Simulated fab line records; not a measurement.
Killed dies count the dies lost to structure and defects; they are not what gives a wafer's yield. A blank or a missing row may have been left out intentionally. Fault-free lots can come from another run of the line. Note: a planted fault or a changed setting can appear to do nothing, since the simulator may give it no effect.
Lot-split experiment    flow n5Finfet    21 wafers read from 7 lots, route of 1938 steps

== ABOUT THE SPLIT ==
At N5_BEOL_M11_EXPOSE_25 (exposes mask V10), the setting doseMj was moved away from the recipe's 85.5 on 7 of the 21 wafers read, by -7.5% to +6.4%. All remaining wafers had this setting at the recipe value.

== FROM THE SPLIT TO THE READING: what the file shows between them, 2 steps ==
- N5_BEOL_M11_PEB_26: peb time 60 s
- N5_BEOL_M11_DEVELOP_27: develop time 30 s

== THE READING ==
cdNm (nm) at N5_BEOL_M11_CD_MEAS_28, where the cd target is 70 nm. A value of 70.2 nm with a standard deviation of 0.67 nm is what fault-free wafers of this fab line usually give.

wafer   tool, chamber at the split  doseMj as run  against the recipe  cdNm, nm  against lot-mates on the recipe
L074.3  arfiScanner-02, 0           85.5           recipe              68.9      -
L074.4  arfiScanner-02, 0           85.5           recipe              70.3      -
L074.6  arfiScanner-02, 0           85.5           recipe              69.4      -
L078.1  arfiScanner-01, 0           79.12          -7.5%               65.6      -5.0
L078.3  arfiScanner-01, 0           85.5           recipe              70.1      -
L078.4  arfiScanner-01, 0           85.5           recipe              71.0      -
L080.1  arfiScanner-01, 0           85.5           recipe              70.6      -
L080.3  arfiScanner-01, 0           85.5           recipe              70.4      -
L080.5  arfiScanner-01, 0           90.97          +6.4%               76.3      +5.8
L082.1  arfiScanner-01, 0           85.5           recipe              70.7      -
L082.3  arfiScanner-01, 0           80.39          -6.0%               64.9      -6.0
L082.6  arfiScanner-01, 0           85.5           recipe              71.2      -
L086.1  arfiScanner-03, 0           85.5           recipe              69.6      -
L086.2  arfiScanner-03, 0           81.6           -4.6%               66.0      -3.6
L086.3  arfiScanner-03, 0           81.6           -4.6%               67.4      -2.2
L090.3  arfiScanner-02, 0           85.5           recipe              71.3      -
L090.4  arfiScanner-02, 0           85.5           recipe              70.0      -
L090.6  arfiScanner-02, 0           85.5           recipe              70.3      -
L097.1  arfiScanner-02, 0           85.5           recipe              70.4      -
L097.2  arfiScanner-02, 0           80.59          -5.7%               64.2      -6.2
L097.3  arfiScanner-02, 0           80.59          -5.7%               65.2      -5.2

FIT RESULTS
A straight line over all 21 wafers: cdNm changes by +0.851 nm for each +1% of doseMj; r = +0.96; the points scatter about the line by 0.78 nm.
The same after taking each lot's own level away (the mean of its wafers on the recipe; 21 wafers): +0.848 nm for each +1%; r = +0.97; scatter 0.73 nm.
The reading moves by 6.3 nm for the largest change in doseMj, on that fit.
Across the lots, their own levels run from 69.53 to 70.95 nm, a range of 2.1 times the standard deviation given above.
Hence the lot-to-lot level has little effect on the slope; both slopes agree.
Check: -6.68 nm against its lot-mates is what the line predicts for one of the wafers moved furthest among these (-7.5%) when that wafer is left out of the fit. It came out at -4.95 nm against them.

== OTHER SPLITS ON THESE WAFERS ==
Note: prior to the reading, these wafers also went through further splits. Each is held against what the fit with the lots' levels taken away leaves over:
other split on the same wafers   wafers away from the commonest value  r with cdNm (lot level and that fit taken away)
N5_BEOL_M8_EXPOSE_25 doseMj      6                                     +0.19
N5_BEOL_M8_ETCH_66 sourceW       9                                     +0.28
N5_BEOL_M8_VIA_ETCH_34 sourceW   7                                     -0.34
N5_BEOL_M8_TRENCH_ETCH_37 biasW  6                                     -0.06
N5_BEOL_M9_TRENCH_ETCH_37 biasW  3                                     -0.12
N5_BEOL_M11_ILD_DEP_00 tempC     8                                     +0.00
N5_BEOL_M11_COAT_63 spinRpm      6                                     +0.16

== THE FILE'S OWN FIT ==
cdNm changes by +0.84 nm for each +1% of doseMj, r = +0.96.
